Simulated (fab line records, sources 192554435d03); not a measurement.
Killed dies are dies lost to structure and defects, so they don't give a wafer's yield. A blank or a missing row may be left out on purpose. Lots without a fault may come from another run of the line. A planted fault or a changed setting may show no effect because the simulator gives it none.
Which tool did it? | flow n5_finfet | 11 lots, 33 wafers sampled, at 2 steps of a route of 1938

WHAT THE GAUGES READ, wafer by wafer
N5_BEOL_M14_INSPECT_55: inspects for defects (darkfield).
lot  | measured     | on                | raw_defect_count
L722 | day 11 09:04 | defect_inspect-02 | 53 64 69
L724 | day 11 14:06 | defect_inspect-02 | 94 67 64
L725 | day 11 23:22 | defect_inspect-02 | 75 81 80
L734 | day 14 04:32 | defect_inspect-01 | 64 65 82
L740 | day 15 18:09 | defect_inspect-02 | 53 107 67
L739 | day 16 00:18 | defect_inspect-01 | 67 51 54
L741 | day 16 03:17 | defect_inspect-02 | 70 53 51
L743 | day 16 11:27 | defect_inspect-02 | 59 39 29
L742 | day 16 13:50 | defect_inspect-02 | 49 29 60
L745 | day 16 23:34 | defect_inspect-02 | 85 105 59
L744 | day 17 16:49 | defect_inspect-01 | 65 65 52

WHICH TOOL RAN EACH LOT (tool, then ch and the chambers of the sampled wafers, then the start)
lot  | N5_BEOL_M14_DEP_53
L722 | pecvd-04 ch 1,2, day 11 08:59
L724 | pecvd-02 ch 0,1,2, day 11 14:01
L725 | pecvd-04 ch 0,1,2, day 11 23:17
L734 | pecvd-03 ch 0,1,2, day 14 04:26
L740 | pecvd-02 ch 1,2, day 15 18:04
L739 | pecvd-04 ch 0,2, day 16 00:13
L741 | pecvd-04 ch 0,1,2, day 16 03:11
L743 | pecvd-04 ch 0,1,2, day 16 11:21
L742 | pecvd-03 ch 1,2, day 16 13:44
L745 | pecvd-04 ch 0,1,2, day 16 23:28
L744 | pecvd-02 ch 0,2, day 17 16:44
- N5_BEOL_M14_DEP_53: deposits SiCN from 3MS/NH3, target thk 50 nm, time 17.8 s.

WHAT THE TOOLS THEMSELVES READ (means of the sampled wafers that have a number; where no wafer has one, the mark that the record gives instead)
N5_BEOL_M14_DEP_53.
lot  | tool     | chamber_pressure_Torr (Torr) | showerhead_plenum_p_Torr (Torr) | throttle_valve_pct (%)
L722 | pecvd-04 | 2.999                        | 4.166                           | 17.7
L724 | pecvd-02 | 2.996                        | 4.156                           | 17.7
L725 | pecvd-04 | 2.996                        | 4.162                           | 18.4
L734 | pecvd-03 | 2.994                        | 4.166                           | 18.2
L740 | pecvd-02 | 2.998                        | 4.143                           | 17.3
L739 | pecvd-04 | 2.999                        | 4.182                           | 17.9
L741 | pecvd-04 | 2.999                        | 4.166                           | 18.3
L743 | pecvd-04 | 2.998                        | 4.164                           | 18.1
L742 | pecvd-03 | 3.004                        | 4.177                           | 18.1
L745 | pecvd-04 | 2.998                        | 4.171                           | 18.3
L744 | pecvd-02 | 3.002                        | 4.163                           | 17.8

THE ANSWER, worked out from the rows above alone
Rule: what is usual is taken from the lots themselves. Put in order of their means at a reading, lots are off if they are a third of the lots or fewer, leave a main group of 4 or more, and stand apart from it by a gap of 3 or more times the standard deviation of the main group's means; of several such gaps the widest counts. A main group whose means are all the same, to the digits that the tables above print for the reading, isn't used. A lot without any number at a reading at which 4 lots or more have one is off too. The other lots that the step has rows for count as sound. The gauges are gone through in route order, then the tools' own readings, and for those a lot's mean is taken as printed above. The first step at which some lot is off is used, and at that step the reading that is off furthest; a lot without a number counts as furthest.
No lot is off at any reading shown: from this, nothing can be told.

WHAT THE SIMULATOR HAD PUT IN
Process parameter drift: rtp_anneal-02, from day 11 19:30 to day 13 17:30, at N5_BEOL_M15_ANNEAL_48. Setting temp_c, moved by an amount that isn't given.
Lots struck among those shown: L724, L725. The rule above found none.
